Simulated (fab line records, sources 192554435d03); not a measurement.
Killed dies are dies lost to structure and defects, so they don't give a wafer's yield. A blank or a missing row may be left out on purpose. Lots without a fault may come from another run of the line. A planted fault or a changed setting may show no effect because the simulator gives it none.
Chamber matching | flow n5_finfet | N5_MOL_CONTACT_COAG_ALD_27 on ald_sin-02: 4 sister chambers
The step deposits SiOC, target thk 17 nm, pulse time 1.5 s, time 2720 s. 18 wafers are shown with their chamber, then 9 later ones without.

WAFERS WITH THEIR CHAMBER
wafer  | chamber | heater_power_w (W) | precursor_pulse_height_rel
L074.2 | 2       | 772                | 1.010
L074.3 | 1       | 1132               | 0.970
L074.5 | 2       | 776                | 0.944
L076.1 | 3       | 831                | 1.020
L076.3 | 2       | 778                | 0.980
L076.5 | 1       | 1160               | 0.990
L078.1 | 2       | 779                | 0.987
L078.3 | 0       | 931                | 0.981
L078.6 | 1       | 1154               | 0.976
L082.1 | 2       | 795                | 0.996
L082.2 | 3       | 846                | 0.982
L082.3 | 1       | 1116               | 0.984
L083.2 | 2       | 783                | 1.006
L083.4 | 0       | 947                | 1.005
L083.5 | 1       | 1151               | 1.013
L086.1 | 0       | 960                | 1.009
L086.3 | 3       | 857                | 1.006
L086.4 | 2       | 784                | 1.014

SIGNATURES (means of the wafers above)
reading                    | chamber 0 | chamber 1 | chamber 2 | chamber 3 | scatter within a chamber
heater_power_w             | 946.00    | 1142.60   | 781.00    | 844.67    | 13.1
precursor_pulse_height_rel | 0.99833   | 0.98660   | 0.99100   | 1.00267   | 0.0203
Rule: a wafer's distance from a chamber is the root of the sum, over the readings, of the square of ((its reading less the chamber's mean) divided by the reading's scatter). The wafer belongs to the nearest chamber; if the next one is less than 2 further off, it can't be placed. The scatter: the root of (the sum of the squares of (reading less its chamber's mean) over the shown wafers, divided by (wafers less chambers)).

WAFERS WITHOUT THEIR CHAMBER
wafer  | heater_power_w (W) | precursor_pulse_height_rel
L087.1 | 954                | 1.000
L087.3 | 850                | 1.008
L087.6 | 1112               | 0.963
L088.1 | 1106               | 1.017
L088.2 | 792                | 0.992
L088.3 | 956                | 0.982
L088.4 | 835                | 1.021
L088.5 | 862                | 0.970
L088.6 | 940                | 1.005

WHICH CHAMBER EACH WENT THROUGH
wafer  | from the rows above | in truth
L087.1 | 0                   | 0
L087.3 | 3                   | 3
L087.6 | 1                   | 1
L088.1 | 1                   | 1
L088.2 | 2                   | 2
L088.3 | 0                   | 0
L088.4 | 3                   | 3
L088.5 | 3                   | 3
L088.6 | 0                   | 0
Placed correctly: 9 of 9. Can't be placed from these rows: 0. Placed wrongly: 0.
